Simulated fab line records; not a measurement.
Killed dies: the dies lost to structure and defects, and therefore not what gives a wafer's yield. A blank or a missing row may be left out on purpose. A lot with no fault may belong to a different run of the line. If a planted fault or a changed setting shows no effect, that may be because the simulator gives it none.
fab line records + flow nand-harc
record
- lots=12
- wafers=36
- last-day=24
route steps=1159 shown P_M0@263 END@1159
lots that met no fault: taken from a fault-free run of the same line
start-h: start of the lot's first displayed wafer, in hours after the record's first day + wait-h: hours elapsed since this lot's preceding step + " as in the row above + L1.1+2: one row covering several wafers at once + - no value, or no start given + * or withheld: withheld + < > ~ a bound
route shown NAME@n: a module of which the file shows steps, and the number in the route of the first + usual: average and standard deviation across the fault-free wafers + same: alike in all rows + chamber/n: place in a boat + sites: readings site by site + _std_site: the values' standard deviation + _edge_site: the outer-site mean with the inner-site mean subtracted + radius-mm: for every site, how far away it sits from the centre of the wafer + mask NAME#n: copy n + behind: tool/chamber where the wafer was last shaped + hold: cause of the lot's hold/its duration in hours/its outcome + device: the transistor (n, p or np) that didn't switch + end of line: the same wafers' tests at the end of the route + a step given without rows: its recipe and nothing more + killed: count of dies lost to structure and defects at first sort (not the wafer's yield) + map: dies across one wafer; x = killed, . = not, _ = none there
set.NAME: the setting the step ran with; set.NAME@STEP: the setting that earlier step ran with + model.NAME: the simulator's own value behind a step, which no gauge read
a sample of lots followed through the steps of the route, with each step as a table and each wafer as a row
services: from which hour (start-h, from the record's first day; less than 0 if before it) a tool's chamber was out of use, for how many hours, and why
## steps
# step NHARC_P_M0_CD_MEAS_09
# recipe
- target-cd-nm=90
- landing-energy-ev=500
# usual
- cd-nm=89.9/0.88
| lot.wafer | tool      | chamber | start-h | wait-h | cd-nm |
|-----------|-----------|---------|---------|--------|-------|
| L151.1    | cd-sem-03 | 0       | 111.59  | -      | 89.9  |
| L151.3    | "         | 0       | "       | "      | 89.3  |
| L151.4    | "         | 0       | "       | "      | 90.4  |
| L150.1    | cd-sem-01 | 0       | 122.55  | -      | 89.5  |
| L150.5    | "         | 0       | "       | "      | 89.7  |
| L150.6    | "         | 0       | "       | "      | 89.5  |
| L153.1    | cd-sem-01 | 0       | 134.14  | -      | 90.4  |
| L153.5    | "         | 0       | "       | "      | 89.7  |
| L153.6    | "         | 0       | "       | "      | 89.5  |
| L152.2    | cd-sem-02 | 0       | 134.71  | -      | 89.0  |
| L152.4    | "         | 0       | "       | "      | 90.0  |
| L152.5    | "         | 0       | "       | "      | 89.2  |
| L155.1    | cd-sem-02 | 0       | 152.29  | -      | 89.8  |
| L155.2    | "         | 0       | "       | "      | 91.1  |
| L155.3    | "         | 0       | "       | "      | 89.8  |
| L160.3    | cd-sem-03 | 0       | 180.91  | -      | 90.9  |
| L160.4    | "         | 0       | "       | "      | 91.2  |
| L160.6    | "         | 0       | "       | "      | 91.1  |
| L163.3    | cd-sem-01 | 0       | 195.03  | -      | 89.7  |
| L163.5    | "         | 0       | "       | "      | 90.9  |
| L163.6    | "         | 0       | "       | "      | 89.7  |
| L164.1    | cd-sem-01 | 0       | 208.56  | -      | 90.6  |
| L164.3    | "         | 0       | "       | "      | 89.7  |
| L164.4    | "         | 0       | "       | "      | 91.1  |
| L165.1    | cd-sem-01 | 0       | 209.88  | -      | 88.8  |
| L165.4    | "         | 0       | "       | "      | 88.9  |
| L165.5    | "         | 0       | "       | "      | 90.3  |
| L166.2    | cd-sem-01 | 0       | 216.01  | -      | 90.3  |
| L166.4    | "         | 0       | "       | "      | 89.3  |
| L166.6    | "         | 0       | "       | "      | 89.0  |
| L171.2    | cd-sem-01 | 0       | 239.40  | -      | 89.2  |
| L171.3    | "         | 0       | "       | "      | 90.0  |
| L171.6    | "         | 0       | "       | "      | 88.8  |
| L173.3    | cd-sem-02 | 0       | 250.81  | -      | 89.6  |
| L173.4    | "         | 0       | "       | "      | 90.0  |
| L173.5    | "         | 0       | "       | "      | 88.2  |
# step NHARC_P_M0_DESCUM_14
# recipe
- time-s=3
- o2-flow-sccm=200
- ar-flow-sccm=0
- bias-power-w=0
- chemistry=O2
# usual
- drypump-motor-current-A=5.9/0.58
- oes-product-au=1.004/0.017
- rf-vpp-V=57.8/0.87
- showerhead-plenum-p-Torr=1.92/0.091
- throttle-valve-pct=11.312/0.0085
| lot.wafer | tool        | chamber | start-h | wait-h | drypump-motor-current-A | oes-product-au | rf-hours-counter-h | rf-vpp-V | showerhead-plenum-p-Torr | throttle-valve-pct |
|-----------|-------------|---------|---------|--------|-------------------------|----------------|--------------------|----------|--------------------------|--------------------|
| L151.3    | rie-diel-10 | 2       | 111.78  | 0.1    | 6.3                     | 1.041          | 7                  | 59.8     | 2.04                     | 11.330             |
| L151.4    | "           | 3       | "       | "      | 5.7                     | 0.984          | 6                  | 58.3     | 1.98                     | 11.307             |
| L151.1    | "           | 0       | "       | "      | 6.7                     | 1.015          | 6                  | 55.7     | 1.80                     | 11.308             |
| L150.1    | rie-diel-05 | 3       | 122.78  | 0.1    | 5.6                     | 0.971          | 8                  | 57.6     | 1.89                     | 11.309             |
| L150.5    | "           | 0       | "       | "      | 6.0                     | 0.992          | -                  | 56.7     | 1.80                     | 11.317             |
| L150.6    | "           | 1       | "       | "      | 5.7                     | 1.005          | -                  | 57.4     | 1.83                     | 11.317             |
| L153.1    | rie-diel-10 | 1       | 134.33  | 0.1    | 5.2                     | 1.015          | 8                  | 57.9     | 1.96                     | 11.317             |
| L153.6    | "           | 1       | "       | "      | 5.2                     | 1.011          | -                  | 58.7     | 1.96                     | 11.326             |
| L153.5    | "           | 2       | "       | "      | 6.3                     | 1.038          | -                  | 57.2     | 2.04                     | 11.322             |
| L152.2    | rie-diel-10 | 3       | 134.91  | 0.1    | 5.7                     | 0.973          | 8                  | 57.5     | 1.98                     | 11.308             |
| L152.4    | "           | 1       | "       | "      | 5.2                     | 1.009          | 8                  | 58.1     | 1.96                     | 11.312             |
| L152.5    | "           | 0       | "       | "      | 6.7                     | 1.015          | -                  | 58.3     | 1.80                     | 11.315             |
| L155.3    | rie-diel-10 | 0       | 152.48  | 0.1    | 6.6                     | 1.022          | 10                 | 58.0     | 1.80                     | 11.314             |
| L155.2    | "           | 1       | "       | "      | 5.2                     | 1.008          | 10                 | 57.4     | 1.96                     | 11.305             |
| L155.1    | "           | 2       | "       | "      | 6.3                     | 1.036          | 10                 | 58.3     | 2.04                     | 11.318             |
| L160.4    | rie-diel-07 | 3       | 181.10  | 0.1    | 6.1                     | 0.988          | 8                  | 58.1     | 1.84                     | 11.310             |
| L160.3    | "           | 1       | "       | "      | 5.1                     | 1.022          | 9                  | 58.8     | 2.04                     | 11.317             |
| L160.6    | "           | 2       | "       | "      | 6.7                     | 1.008          | -                  | 58.0     | 1.87                     | 11.301             |
| L163.3    | rie-diel-07 | 2       | 195.23  | 0.1    | 6.7                     | 1.004          | 8                  | 57.9     | 1.87                     | 11.299             |
| L163.5    | "           | 0       | "       | "      | 6.4                     | 0.998          | -                  | 57.1     | 2.00                     | 11.328             |
| L163.6    | "           | 1       | "       | "      | 5.1                     | 1.018          | -                  | 57.0     | 2.04                     | 11.289             |
| L164.1    | rie-diel-05 | 2       | 208.77  | 0.1    | 4.9                     | 0.988          | 3                  | 57.9     | 1.85                     | 11.298             |
| L164.3    | "           | 3       | "       | "      | 5.6                     | 0.971          | 3                  | 55.7     | 1.89                     | 11.303             |
| L164.4    | "           | 0       | "       | "      | 6.0                     | 1.019          | -                  | 57.4     | 1.80                     | 11.310             |
| L165.1    | rie-diel-07 | 1       | 210.07  | 0.1    | 5.1                     | 1.017          | 10                 | 57.9     | 2.04                     | 11.313             |
| L165.4    | "           | 2       | "       | "      | 6.7                     | 1.014          | 9                  | 57.0     | 1.87                     | 11.319             |
| L165.5    | "           | 0       | "       | "      | 6.3                     | 1.013          | -                  | 58.9     | 2.00                     | 11.313             |
| L166.4    | rie-diel-10 | 0       | 216.20  | 0.1    | 6.7                     | 1.015          | 1                  | 58.1     | 1.80                     | 11.306             |
| L166.2    | "           | 2       | "       | "      | 6.3                     | 1.015          | 1                  | 58.1     | 2.04                     | 11.319             |
| L166.6    | "           | 1       | "       | "      | 5.2                     | 0.998          | -                  | 56.3     | 1.96                     | 11.308             |
| L171.2    | rie-diel-05 | 0       | 239.60  | 0.1    | 6.0                     | 1.020          | 6                  | 56.8     | 1.80                     | 11.309             |
| L171.3    | "           | 1       | "       | "      | 5.7                     | 1.003          | 6                  | 57.5     | 1.82                     | 11.300             |
| L171.6    | "           | 2       | "       | "      | 5.0                     | 0.987          | -                  | 59.0     | 1.85                     | 11.317             |
| L173.4    | rie-diel-10 | 2       | 250.99  | 0.1    | 6.3                     | 1.018          | 3                  | 59.5     | 2.04                     | 11.317             |
| L173.3    | "           | 1       | "       | "      | 5.2                     | 1.006          | 3                  | 58.0     | 1.96                     | 11.297             |
| L173.5    | "           | 3       | "       | "      | 5.7                     | 0.998          | -                  | 58.7     | 1.98                     | 11.312             |
# step NHARC_P_M0_PRE_CLEAN_29
# recipe
- time-s=30
- temp-c=280
- gas=H2/He
# usual
- heater-power-w=405/36
| lot.wafer | tool           | chamber | start-h | wait-h | heater-power-w |
|-----------|----------------|---------|---------|--------|----------------|
| L151.3    | pvd-sputter-03 | -       | -       | -      | 426            |
| L151.1    | "              | -       | "       | "      | 396            |
| L151.4    | "              | -       | "       | "      | 371            |
| L150.1    | pvd-sputter-01 | -       | -       | -      | 378            |
| L150.5    | "              | -       | "       | "      | 391            |
| L150.6    | "              | -       | "       | "      | 361            |
| L153.1    | pvd-sputter-02 | -       | -       | -      | 378            |
| L153.5    | "              | -       | "       | "      | 367            |
| L153.6    | "              | -       | "       | "      | 409            |
| L152.4    | pvd-sputter-01 | -       | -       | -      | 377            |
| L152.2    | "              | -       | "       | "      | 375            |
| L152.5    | "              | -       | "       | "      | 385            |
| L155.3    | pvd-sputter-01 | -       | -       | -      | 406            |
| L155.1    | "              | -       | "       | "      | 366            |
| L155.2    | "              | -       | "       | "      | 378            |
| L160.4    | pvd-sputter-03 | -       | -       | -      | 376            |
| L160.3    | "              | -       | "       | "      | 404            |
| L160.6    | "              | -       | "       | "      | 376            |
| L163.3    | pvd-sputter-01 | -       | -       | -      | 367            |
| L163.5    | "              | -       | "       | "      | 379            |
| L163.6    | "              | -       | "       | "      | 384            |
| L164.1    | pvd-sputter-01 | -       | -       | -      | 374            |
| L164.4    | "              | -       | "       | "      | 369            |
| L164.3    | "              | -       | "       | "      | 411            |
| L165.1    | pvd-sputter-03 | -       | -       | -      | 444            |
| L165.4    | "              | -       | "       | "      | 390            |
| L165.5    | "              | -       | "       | "      | 463            |
| L166.2    | pvd-sputter-03 | -       | -       | -      | 404            |
| L166.4    | "              | -       | "       | "      | 434            |
| L166.6    | "              | -       | "       | "      | 396            |
| L171.2    | pvd-sputter-02 | -       | -       | -      | 362            |
| L171.3    | "              | -       | "       | "      | 411            |
| L171.6    | "              | -       | "       | "      | 422            |
| L173.3    | pvd-sputter-02 | -       | -       | -      | 482            |
| L173.4    | "              | -       | "       | "      | 355            |
| L173.5    | "              | -       | "       | "      | 441            |
# step NHARC_P_M0_CMP_23
# recipe
- t-overpolish-s=20
- target-thk-nm=117.53
# usual
- motor-current-A=12.5/1.1
- time-to-endpoint-s=29.2/2.2
| lot.wafer | tool   | chamber | start-h | wait-h | motor-current-A | time-to-endpoint-s |
|-----------|--------|---------|---------|--------|-----------------|--------------------|
| L151.4    | cmp-04 | 1       | 113.78  | -      | 13.5            | 24.8               |
| L151.3    | "      | 2       | "       | "      | 11.5            | 27.8               |
| L151.1    | "      | 3       | "       | "      | 13.8            | 29.3               |
| L150.1    | cmp-03 | 0       | 124.84  | -      | 12.8            | 30.5               |
| L150.5    | "      | 3       | "       | "      | 13.5            | 31.2               |
| L150.6    | "      | 0       | "       | "      | 13.3            | 32.1               |
| L153.1    | cmp-04 | 3       | 136.35  | -      | 12.3            | 31.5               |
| L153.6    | "      | 3       | "       | "      | 13.5            | 30.4               |
| L153.5    | "      | 0       | "       | "      | 13.0            | 30.2               |
| L152.2    | cmp-03 | 3       | 136.91  | -      | 13.2            | 28.6               |
| L152.4    | "      | 2       | "       | "      | 12.8            | 29.4               |
| L152.5    | "      | 3       | "       | "      | 13.5            | 28.0               |
| L155.3    | cmp-03 | 1       | 154.54  | -      | 12.7            | 16.4               |
| L155.1    | "      | 2       | "       | "      | 12.7            | 16.9               |
| L155.2    | "      | 3       | "       | "      | 12.9            | 17.4               |
| L160.4    | cmp-03 | 2       | 183.13  | -      | 13.0            | 13.2               |
| L160.3    | "      | 3       | "       | "      | 13.8            | 14.4               |
| L160.6    | "      | 2       | "       | "      | 12.4            | 15.2               |
| L163.3    | cmp-04 | 2       | 197.24  | -      | 11.9            | 26.6               |
| L163.5    | "      | 2       | "       | "      | 12.0            | 28.2               |
| L163.6    | "      | 3       | "       | "      | 13.1            | 28.6               |
| L164.1    | cmp-04 | 0       | 210.98  | -      | 13.4            | 28.0               |
| L164.3    | "      | 2       | "       | "      | 11.9            | 29.3               |
| L164.4    | "      | 3       | "       | "      | 12.7            | 27.8               |
| L165.4    | cmp-04 | 0       | 212.21  | -      | 13.6            | 29.1               |
| L165.1    | "      | 1       | "       | "      | 13.2            | 24.4               |
| L165.5    | "      | 3       | "       | "      | 12.6            | 26.9               |
| L166.4    | cmp-01 | 2       | 218.24  | -      | 9.8             | 30.0               |
| L166.2    | "      | 1       | "       | "      | 13.4            | 30.3               |
| L166.6    | "      | 3       | "       | "      | 13.0            | 34.0               |
| L171.2    | cmp-01 | 2       | 241.60  | -      | 9.4             | 30.1               |
| L171.3    | "      | 1       | "       | "      | 13.0            | 30.7               |
| L171.6    | "      | 3       | "       | "      | 12.2            | 31.8               |
| L173.3    | cmp-03 | 0       | 253.04  | -      | 12.9            | 30.6               |
| L173.4    | "      | 2       | "       | "      | 13.1            | 29.7               |
| L173.5    | "      | 3       | "       | "      | 12.6            | 30.5               |
# step NHARC_P_M0_THK_MEAS_24
# recipe
- thk-meas-gauge=xrf
# usual
- thk-nm=117.6/1.3
| lot.wafer | tool          | chamber | start-h | wait-h | thk-nm |
|-----------|---------------|---------|---------|--------|--------|
| L151.1    | film-metro-02 | -       | 114.09  | -      | 116.9  |
| L151.3    | "             | -       | "       | "      | 116.6  |
| L151.4    | "             | -       | "       | "      | 115.7  |
| L150.1    | film-metro-02 | -       | 125.13  | -      | 116.8  |
| L150.5    | "             | -       | "       | "      | 115.9  |
| L150.6    | "             | -       | "       | "      | 116.7  |
| L153.1    | film-metro-01 | -       | 136.66  | -      | 118.0  |
| L153.5    | "             | -       | "       | "      | 117.6  |
| L153.6    | "             | -       | "       | "      | 118.1  |
| L152.2    | film-metro-01 | -       | 137.23  | -      | 116.4  |
| L152.4    | "             | -       | "       | "      | 118.2  |
| L152.5    | "             | -       | "       | "      | 117.8  |
| L155.1    | film-metro-01 | -       | 154.83  | -      | 111.8  |
| L155.2    | "             | -       | "       | "      | 109.4  |
| L155.3    | "             | -       | "       | "      | 108.7  |
| L160.3    | film-metro-02 | -       | 183.42  | -      | 110.3  |
| L160.4    | "             | -       | "       | "      | 111.4  |
| L160.6    | "             | -       | "       | "      | 110.1  |
| L163.3    | film-metro-01 | -       | 197.58  | -      | 116.3  |
| L163.5    | "             | -       | "       | "      | 116.5  |
| L163.6    | "             | -       | "       | "      | 114.9  |
| L164.1    | film-metro-01 | -       | 211.29  | -      | 116.7  |
| L164.3    | "             | -       | "       | "      | 118.0  |
| L164.4    | "             | -       | "       | "      | 116.8  |
| L165.1    | film-metro-02 | -       | 212.47  | -      | 116.0  |
| L165.4    | "             | -       | "       | "      | 117.9  |
| L165.5    | "             | -       | "       | "      | 116.6  |
| L166.2    | film-metro-02 | -       | 218.56  | -      | 119.4  |
| L166.4    | "             | -       | "       | "      | 116.4  |
| L166.6    | "             | -       | "       | "      | 118.8  |
| L171.2    | film-metro-01 | -       | 241.92  | -      | 115.5  |
| L171.3    | "             | -       | "       | "      | 116.9  |
| L171.6    | "             | -       | "       | "      | 118.2  |
| L173.3    | film-metro-01 | -       | 253.32  | -      | 117.9  |
| L173.4    | "             | -       | "       | "      | 120.9  |
| L173.5    | "             | -       | "       | "      | 118.9  |
# step NHARC_END_SORT_01
# recipe
- temp-c=25
# usual
- defect-limited-yield=95.0/1.7
- killed-at-array=31/11
- killed-at-other=0.5/0.78
- killed-at-periphery=3.0/2
- killed-dies=34/12
- killed-open=3.2/2
- killed-short=1.9/1.6
- sort_bin_2_pct=1.6/0.67
- sort_bin_3_pct=0.26/0.2
- sort_bin_4_pct=3.2/1.1
- sort-n-pass=643/12
- sort-rim-yield-pct=96.8/1.8
- sort-yield-pct=95.0/1.7
# same
- gross-dies=677
- sort_bin_5_pct[%]=0
- sort_bin_6_pct[%]=0
- sort_bin_7_pct[%]=0
- sort_bin_8_pct[%]=0
- sort-rim-n-gross=106.00
| lot.wafer | tool      | chamber | start-h | wait-h | defect-limited-yield[%] | killed-at-array | killed-at-other | killed-at-periphery | killed-dies | killed-open | killed-short | sort_bin_2_pct[%] | sort_bin_3_pct[%] | sort_bin_4_pct[%] | sort-n-pass | sort-rim-yield-pct[%] | sort-yield-pct[%] |
|-----------|-----------|---------|---------|--------|-------------------------|-----------------|-----------------|---------------------|-------------|-------------|--------------|-------------------|-------------------|-------------------|-------------|-----------------------|-------------------|
| L150.1    | prober-02 | 0       | 453.41  | 2.5    | 97.5                    | 15              | 0               | 2                   | 17          | 1           | 2            | 0.7               | 0                 | 1.8               | 660         | 100.0                 | 97.5              |
| L150.5    | prober-02 | 0       | 456.62  | 3.7    | 96.8                    | 18              | 0               | 4                   | 22          | 3           | 3            | 0.4               | 0                 | 2.8               | 655         | 98.1                  | 96.8              |
| L150.6    | prober-02 | 0       | 457.42  | 4.0    | 95.4                    | 24              | 3               | 4                   | 31          | 4           | 1            | 1.2               | 0.15              | 3.2               | 646         | 97.2                  | 95.4              |
| L155.1    | prober-02 | 0       | 481.46  | 2.5    | 95.9                    | 24              | 1               | 3                   | 28          | 2           | 3            | 0.7               | 0.30              | 3.1               | 649         | 96.2                  | 95.9              |
| L155.2    | prober-02 | 0       | 482.26  | 2.8    | 96.2                    | 23              | 2               | 1                   | 26          | 2           | 1            | 0.9               | 0.59              | 2.4               | 651         | 99.1                  | 96.2              |
| L155.3    | prober-02 | 0       | 483.06  | 3.1    | 94.5                    | 32              | 1               | 4                   | 37          | 7           | 3            | 2.1               | 0.15              | 3.2               | 640         | 98.1                  | 94.5              |
| L160.3    | prober-01 | 0       | 498.96  | 3.1    | 96.9                    | 16              | 1               | 4                   | 21          | 2           | 4            | 0.6               | 0                 | 2.5               | 656         | 97.2                  | 96.9              |
| L160.4    | prober-01 | 0       | 499.75  | 3.4    | 96.9                    | 17              | 0               | 4                   | 21          | 1           | 5            | 1.2               | 0.15              | 1.8               | 656         | 97.2                  | 96.9              |
| L160.6    | prober-01 | 0       | 501.34  | 4.0    | 96.9                    | 16              | 0               | 5                   | 21          | 3           | 7            | 0.4               | 0.15              | 2.5               | 656         | 95.3                  | 96.9              |
| L163.3    | prober-01 | 0       | 519.40  | 3.1    | 95.3                    | 28              | 0               | 4                   | 32          | 2           | 3            | 1.5               | 0.30              | 3.0               | 645         | 98.1                  | 95.3              |
| L163.5    | prober-01 | 0       | 521.01  | 3.7    | 95.3                    | 30              | 1               | 1                   | 32          | 1           | 4            | 2.1               | 0.44              | 2.2               | 645         | 98.1                  | 95.3              |
| L163.6    | prober-01 | 0       | 521.82  | 4.0    | 95.9                    | 24              | 1               | 3                   | 28          | 1           | 3            | 1.3               | 0.15              | 2.7               | 649         | 98.1                  | 95.9              |
| L164.3    | prober-02 | 0       | 550.18  | 3.1    | 95.4                    | 29              | 0               | 2                   | 31          | 4           | 0            | 1.3               | 0.44              | 2.8               | 646         | 94.3                  | 95.4              |
| L164.4    | prober-02 | 0       | 550.99  | 3.4    | 93.1                    | 42              | 0               | 5                   | 47          | 6           | 2            | 1.6               | 0.30              | 5.0               | 630         | 97.2                  | 93.1              |
| L171.2    | prober-01 | 0       | 570.78  | 2.8    | 91.4                    | 50              | 1               | 7                   | 58          | 2           | 1            | 2.4               | 0.59              | 5.6               | 619         | 94.3                  | 91.4              |
| L171.3    | prober-01 | 0       | 571.60  | 3.1    | 92.9                    | 45              | 0               | 3                   | 48          | 1           | 2            | 2.1               | 0.15              | 4.9               | 629         | 96.2                  | 92.9              |
| L171.6    | prober-01 | 0       | 574.04  | 4.1    | 90.7                    | 55              | 1               | 7                   | 63          | 7           | 2            | 3.4               | 0.30              | 5.6               | 614         | 91.5                  | 90.7              |
| L173.3    | prober-01 | 0       | 579.50  | 3.1    | 96.8                    | 22              | 0               | 0                   | 22          | 2           | 3            | 1.0               | 0                 | 2.2               | 655         | 100.0                 | 96.8              |
| L173.4    | prober-01 | 0       | 580.29  | 3.4    | 96.6                    | 21              | 1               | 1                   | 23          | 3           | 2            | 1.0               | 0.44              | 1.9               | 654         | 96.2                  | 96.6              |
| L173.5    | prober-01 | 0       | 581.09  | 3.7    | 97.6                    | 15              | 0               | 1                   | 16          | 3           | 1            | 0.7               | 0                 | 1.6               | 661         | 100.0                 | 97.6              |
# killed by level:class
L150.1 A_SLIT:chamber-film-flake=11 A_CHANNEL_HOLE_D1:chamber-film-flake=2 P_CONTACT:geometric-particle:open=1 A_CHANNEL_HOLE_D1:geometric-particle:short=1 A_CHANNEL_FILL_D1:geometric-particle:short=1 P_ZERO_WELL:chamber-film-flake=1
L150.5 A_SLIT:chamber-film-flake=10 P_ZERO_WELL:chamber-film-flake=3 A_CHANNEL_HOLE_D1:geometric-particle:short=2 A_CHANNEL_FILL_D1:geometric-particle:open=1 A_WL_FILL:geometric-particle:short=1 A_M0:geometric-particle:open=1 A_M1:geometric-particle:open=1 P_GATE:chamber-film-flake=1
L150.6 A_SLIT:chamber-film-flake=8 A_CHANNEL_HOLE_D1:chamber-film-flake=7 A_STAIRCASE:chamber-film-flake=3 THIN_TSV:chamber-film-flake=3 A_M0:geometric-particle:open=2 P_ZERO_WELL:chamber-film-flake=2 A_CONTACT:chamber-film-flake=2 P_CONTACT:geometric-particle:open=1
L155.1 A_SLIT:chamber-film-flake=11 A_ZERO_WELL:chamber-film-flake=4 A_CONTACT:geometric-particle:open=2 A_ONON_D1:geometric-particle:short=1 A_CHANNEL_HOLE_D1:geometric-particle:short=1 A_SGD_CUT:geometric-particle:short=1 P_ZERO_WELL:chamber-film-flake=1 P_STI:chamber-film-flake=1
L155.2 A_SLIT:chamber-film-flake=8 A_CHANNEL_HOLE_D1:chamber-film-flake=4 A_STAIRCASE:chamber-film-flake=4 A_CONTACT:chamber-film-flake=2 THIN_TSV:chamber-film-flake=2 A_CONTACT:geometric-particle:open=1 A_M0:geometric-particle:short=1 A_M0:geometric-particle:open=1
L155.3 A_SLIT:chamber-film-flake=15 A_CHANNEL_HOLE_D1:chamber-film-flake=3 A_STAIRCASE:chamber-film-flake=3 P_M0:geometric-particle:open=2 A_STAIRCASE:geometric-particle:open=2 A_ZERO_WELL:chamber-film-flake=2 P_STI:geometric-particle:short=1 A_ONON_D1:geometric-particle:open=1
L160.3 A_STAIRCASE:chamber-film-flake=5 A_CHANNEL_HOLE_D1:chamber-film-flake=4 P_ZERO_WELL:chamber-film-flake=2 A_ZERO_WELL:chamber-film-flake=2 P_CONTACT:geometric-particle:short=1 P_M0:geometric-particle:short=1 A_ONON_D1:geometric-particle:short=1 A_ONON_D1:geometric-particle:open=1
L160.4 A_CHANNEL_HOLE_D1:chamber-film-flake=5 A_CONTACT:chamber-film-flake=4 A_SLIT:chamber-film-flake=2 P_STI:geometric-particle:short=1 P_GATE:geometric-particle:short=1 P_CONTACT:geometric-particle:short=1 P_M0:geometric-particle:short=1 A_WL_FILL:geometric-particle:short=1
L160.6 A_CHANNEL_HOLE_D1:chamber-film-flake=4 A_WL_FILL:geometric-particle:short=2 A_STAIRCASE:chamber-film-flake=2 P_CONTACT:geometric-particle:open=1 P_CONTACT:geometric-particle:short=1 P_M0:geometric-particle:short=1 P_M2:geometric-particle:open=1 A_SOURCE_PLATE:geometric-particle:short=1
L163.3 A_SLIT:chamber-film-flake=11 A_CHANNEL_HOLE_D1:chamber-film-flake=8 P_STI:chamber-film-flake=3 A_ONON_D1:geometric-particle:short=2 A_CONTACT:chamber-film-flake=2 A_CONTACT:geometric-particle:short=1 A_BLC:geometric-particle:open=1 A_M0:geometric-particle:open=1
L163.5 A_SLIT:chamber-film-flake=17 A_CHANNEL_HOLE_D1:chamber-film-flake=4 A_STAIRCASE:chamber-film-flake=3 A_CHANNEL_HOLE_D1:geometric-particle:short=1 A_CHANNEL_FILL_D1:geometric-particle:short=1 A_SGD_CUT:geometric-particle:short=1 A_WL_FILL:geometric-particle:short=1 A_CONTACT:geometric-particle:open=1
L163.6 A_SLIT:chamber-film-flake=11 A_CHANNEL_HOLE_D1:chamber-film-flake=6 A_WL_FILL:chamber-film-flake=2 A_CONTACT:chamber-film-flake=2 P_M2:geometric-particle:short=1 A_CHANNEL_FILL_D1:geometric-particle:short=1 A_WL_FILL:geometric-particle:short=1 P_STI:chamber-film-flake=1
L164.3 A_CHANNEL_HOLE_D1:chamber-film-flake=16 A_CONTACT:chamber-film-flake=5 A_STAIRCASE:chamber-film-flake=3 A_M0:geometric-particle:open=2 P_M1:chamber-film-flake=2 A_CONTACT:geometric-particle:open=1 A_BLC:geometric-particle:open=1 A_BLC:chamber-film-flake=1
L164.4 A_CHANNEL_HOLE_D1:chamber-film-flake=24 P_M1:chamber-film-flake=5 A_STAIRCASE:chamber-film-flake=4 A_CONTACT:chamber-film-flake=4 A_ONON_D1:geometric-particle:open=3 A_WL_FILL:geometric-particle:open=2 A_CHANNEL_FILL_D1:geometric-particle:short=1 A_CHANNEL_FILL_D1:geometric-particle:open=1
L171.2 A_CHANNEL_HOLE_D1:chamber-film-flake=24 A_SLIT:chamber-film-flake=19 P_STI:chamber-film-flake=3 A_CONTACT:chamber-film-flake=3 P_BONDPAD:chamber-film-flake=2 A_WL_FILL:chamber-film-flake=2 P_STI:geometric-particle:short=1 P_M1:geometric-particle:open=1
L171.3 A_SLIT:chamber-film-flake=19 A_CHANNEL_HOLE_D1:chamber-film-flake=15 A_CONTACT:chamber-film-flake=6 A_CHANNEL_FILL_D1:geometric-particle:short=1 A_SGD_CUT:geometric-particle:short=1 A_CONTACT:geometric-particle:open=1 P_ZERO_WELL:chamber-film-flake=1 P_GATE:chamber-film-flake=1
L171.6 A_CHANNEL_HOLE_D1:chamber-film-flake=19 A_SLIT:chamber-film-flake=19 P_GATE:chamber-film-flake=4 A_CONTACT:chamber-film-flake=4 A_CONTACT:geometric-particle:open=3 A_CHANNEL_FILL_D1:geometric-particle:open=2 A_WL_FILL:chamber-film-flake=2 A_M0:chamber-film-flake=2
L173.3 A_CHANNEL_HOLE_D1:chamber-film-flake=11 A_CONTACT:chamber-film-flake=3 A_WL_FILL:chamber-film-flake=2 A_CHANNEL_HOLE_D1:geometric-particle:open=1 A_CHANNEL_FILL_D1:geometric-particle:short=1 A_WL_FILL:geometric-particle:short=1 A_BLC:geometric-particle:short=1 A_M0:geometric-particle:open=1
L173.4 A_CHANNEL_HOLE_D1:chamber-film-flake=12 A_CONTACT:chamber-film-flake=4 A_STAIRCASE:chamber-film-flake=2 P_STI:geometric-particle:open=1 A_ONON_D1:geometric-particle:short=1 A_CHANNEL_FILL_D1:geometric-particle:short=1 A_SGD_CUT:geometric-particle:open=1 STARTING-WAFER:geometric-particle:open=1
L173.5 A_CHANNEL_HOLE_D1:chamber-film-flake=7 A_WL_FILL:chamber-film-flake=2 A_CONTACT:chamber-film-flake=2 P_CONTACT:geometric-particle:open=1 A_SGD_CUT:geometric-particle:short=1 A_SGD_CUT:geometric-particle:open=1 A_M1:geometric-particle:open=1 A_SLIT:chamber-film-flake=1
## services
| tool           | chamber | start-h | hours | kind   |
|----------------|---------|---------|-------|--------|
| pvd-sputter-03 | -       | 102.00  | 10.0  | pm     |
| cmp-04         | -       | 105.00  | 4.0   | pm     |
| rie-diel-10    | 0       | 106.59  | -     | clean  |
| rie-diel-10    | 1       | 106.59  | -     | clean  |
| rie-diel-10    | 2       | 106.59  | -     | clean  |
| cmp-03         | -       | 111.59  | 4.0   | pm     |
| rie-diel-07    | 2       | 121.18  | 7.9   | repair |
| cmp-01         | -       | 124.61  | 1.5   | repair |
| cmp-03         | -       | 134.24  | 1.2   | repair |
| rie-diel-07    | 1       | 140.73  | 2.5   | repair |
| cmp-04         | -       | 151.29  | 1.2   | repair |
| pvd-sputter-01 | -       | 158.00  | 10.0  | pm     |
| rie-diel-05    | -       | 163.62  | 9.0   | pm     |
| rie-diel-10    | -       | 176.64  | 9.0   | pm     |
| cmp-01         | -       | 179.50  | 4.0   | pm     |
| rie-diel-10    | 2       | 199.19  | 1.3   | repair |
| cmp-04         | -       | 203.00  | 4.0   | pm     |
| rie-diel-05    | 1       | 204.46  | 4.9   | repair |
| cmp-03         | -       | 209.59  | 4.0   | pm     |
| pvd-sputter-02 | -       | 214.01  | 10.0  | pm     |
| rie-diel-05    | 3       | 221.86  | 1.8   | repair |
| pvd-sputter-03 | -       | 224.96  | 7.2   | repair |
| rie-diel-07    | -       | 228.20  | 9.0   | pm     |
| cmp-03         | -       | 236.64  | 0.4   | repair |
## key
first-sign
- step=NHARC_P_M0_CMP_23
- reading=time-to-endpoint-s
- direction=down
- sigmas=6.1
- usual=*
- struck=*
effect
- step=NHARC_P_M0_THK_MEAS_24
- reading=thk-nm
- direction=down
- sigmas=5.5
- usual=117.6
- struck=110.3
met-at NHARC_P_M0_CMP_23
struck-lots L155,L160
not-acting-at NHARC_P_M0_CD_MEAS_09,NHARC_P_M0_DESCUM_14,NHARC_P_M0_PRE_CLEAN_29
onset-between 136.91 154.54
fault
- kind=process-parameter-drift
- tool=cmp-03
- chamber=-
- onset-h=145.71
- steps=NHARC_P_M0_CMP_23
- channel=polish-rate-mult
- offset=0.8
- shape=step
- end-h=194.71
